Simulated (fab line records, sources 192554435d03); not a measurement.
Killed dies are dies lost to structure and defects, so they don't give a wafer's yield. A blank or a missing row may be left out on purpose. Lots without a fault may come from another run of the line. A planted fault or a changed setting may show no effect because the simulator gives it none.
Chamber matching | flow n5_finfet | N5_BEOL_M7_ALD_77 on ald_metal-03: 4 sister chambers
The step deposits TaN, target thk 2 nm, pulse time 2 s, purge time 3 s. 8 wafers are shown with their chamber, then 7 later ones without.

WAFERS WITH THEIR CHAMBER
wafer  | chamber | heater_power_w (W)
L082.4 | 1       | 406
L082.5 | 2       | 468
L082.6 | 3       | 393
L085.2 | 3       | 401
L085.3 | 0       | 354
L085.4 | 2       | 467
L089.1 | 0       | 354
L089.2 | 1       | 410

WAFERS WITHOUT THEIR CHAMBER
wafer  | heater_power_w (W)
L089.3 | 392
L090.1 | 409
L090.5 | 397
L090.6 | 461
L091.1 | 344
L091.3 | 473
L091.6 | 457

WHICH CHAMBER EACH WENT THROUGH
wafer  | from the rows above | in truth
L089.3 | 3                   | 3
L090.1 | 1                   | 1
L090.5 | 3                   | 3
L090.6 | 2                   | 2
L091.1 | 0                   | 0
L091.3 | 2                   | 2
L091.6 | 2                   | 2
Placed correctly: 7 of 7. Can't be placed from these rows: 0. Placed wrongly: 0.
How it was worked out, from the rows above alone: a wafer's distance from a chamber is the root of the sum, over the readings, of the square of ((its reading less the chamber's mean) divided by the reading's scatter). The wafer belongs to the nearest chamber; if the next one is less than 2 further off, it can't be placed. A chamber's mean is the mean of its shown wafers. The scatter: the root of (the sum of the squares of (reading less its chamber's mean) over the shown wafers, divided by (wafers less chambers)).
